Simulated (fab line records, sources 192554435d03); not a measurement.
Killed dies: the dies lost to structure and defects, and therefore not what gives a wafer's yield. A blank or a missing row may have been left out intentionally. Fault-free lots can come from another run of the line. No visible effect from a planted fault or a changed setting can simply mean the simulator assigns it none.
Comparing a struck lot with a sound one -- flow n5Finfet -- 34 steps out of a route of 1938
Sound: these wafers, L731.1, L731.2, L731.6. Struck: wafer L738.3 (L738.2, L738.6, from the same lot, were not struck and are left out); the cause is given at the end.
Per side, at each step with rows, come the tool, then ch with its chambers, and then its first start. Under that, the readings that differ: sound wafers -- struck wafers -- difference of the means -- sigmas: that difference in standard deviations of wafers without a fault.
alike: readings with means less than 2 such deviations apart, plus words and numbers identical on both sides. not compared: withheld readings, readings lacking a value on some wafer, bounds such as >300 that could conceal the same value, and numbers that have no deviation in the record and whose values overlap.
The two part at a step that has a row with sigmas, a row that says differs or no value, or rows on one side only. When numbers do not overlap yet have no deviation, they are printed without sigmas and do not part them. Lack of a reading on every wafer of one side parts them only where that side has two or more wafers.

first, 10 steps without rows for these wafers: N5_BEOL_M5_ILD_DEP_00 (deposits SiCOH lowk from DEMS/porogen, target thk 140.64 nm, time 25.9 s); N5_BEOL_M5_CURE_79 (cures SiCOH lowk, time 240 s); N5_BEOL_M5_PECVD_70 (deposits SiO2 from TEOS/O2, target thk 16 nm, time 18 s); N5_BEOL_M5_HM_DEP_02 (deposits TiN, target thk 20 nm); N5_BEOL_M5_COAT_59 (time 60 s, resist thk 60 nm); N5_BEOL_M5_COAT_60 (time 60 s, resist thk 12 nm); N5_BEOL_M5_COAT_71 (time 60 s, resist thk 5 nm); N5_BEOL_M5_COAT_05 (resist thk 30 nm); N5_BEOL_M5_EBR_07; N5_BEOL_M5_SOFTBAKE_06 (time 60 s).
N5_BEOL_M5_EXPOSE_08: exposes mask M5, target cd 28 nm.
  sound on euvScanner-01 ch 0, day 8 06:58; struck on euvScanner-01 ch 0, day 10 09:11
  alike: mask
then, 2 steps without rows for these wafers: N5_BEOL_M5_PEB_09 (peb time 60 s); N5_BEOL_M5_DEVELOP_10 (develop time 30 s).
N5_BEOL_M5_DESCUM_16: chemistry O2, time 7 s.
  sound on rieDiel-02 ch 1,3, day 8 07:13; struck on rieDiel-04 ch 2, day 10 09:26
reading,sound,struck,difference,sigmas
model.BEOL_M5.cdNm (nm),28 28.2 28.4,27.4,-0.8,
  alike: drypumpMotorCurrentA, o2FlowSccm, oesProductAu, rfVppV, showerheadPlenumPTorr, throttleValvePct
  not compared: rfHoursCounterH
then, 19 steps without rows for these wafers: N5_BEOL_M5_ETCH_72 (etches underlayer in N2/H2, target depth 6.5 nm, time 5.2 s); N5_BEOL_M5_ETCH_61 (etches SiARC in CF4, target depth 15.6 nm, time 26 s); N5_BEOL_M5_ETCH_62 (etches SOC in N2/H2, target depth 75 nm, overetch 15 nm, time 112.5 s); N5_BEOL_M5_STRIP_63 (strips in N2/H2); N5_BEOL_M5_STRIP_73 (strips in N2/H2); N5_BEOL_M5_STRIP_64 (strips in CF4); N5_BEOL_M5_HM_OPEN_17 (chemistry Cl2/BCl3, target TiN, target depth 20 nm, overetch 6 nm); N5_BEOL_M5_STRIP_19 (strips in O2); N5_BEOL_M5_COAT_65 (time 60 s, resist thk 60 nm); N5_BEOL_M5_COAT_66 (time 60 s, resist thk 12 nm); N5_BEOL_M5_COAT_74 (time 60 s, resist thk 5 nm); N5_BEOL_M5_COAT_22 (resist thk 30 nm); N5_BEOL_M5_EBR_24; N5_BEOL_M5_SOFTBAKE_23 (time 60 s); N5_BEOL_M5_EXPOSE_25 (exposes mask V4, defocus 10 nm); N5_BEOL_M5_PEB_26 (peb time 60 s); N5_BEOL_M5_DEVELOP_27 (develop time 30 s); N5_BEOL_M5_DESCUM_33 (chemistry O2, time 7 s); N5_BEOL_M5_ETCH_75 (etches underlayer in N2/H2, target depth 6.5 nm, time 5.2 s).
N5_BEOL_M5_TRENCH_ETCH_37: etches SiCOH lowk in C4F6/O2, target depth 71.652 nm, time 24.7 s.
  sound: rieDiel-06 ch 1,2; struck: rieDiel-06 ch 1
reading,sound,struck,difference,sigmas
model.BEOL_M5.cdNm (nm),27.8 28.2 28.4,27.6,-0.5,
  alike: biasW, drypumpMotorCurrentA, oesProductAu, rfVppV, showerheadPlenumPTorr, throttleValvePct
  not compared: rfHoursCounterH

WHERE THEY PART
Nowhere in this record.

WHY: what the simulator had put in
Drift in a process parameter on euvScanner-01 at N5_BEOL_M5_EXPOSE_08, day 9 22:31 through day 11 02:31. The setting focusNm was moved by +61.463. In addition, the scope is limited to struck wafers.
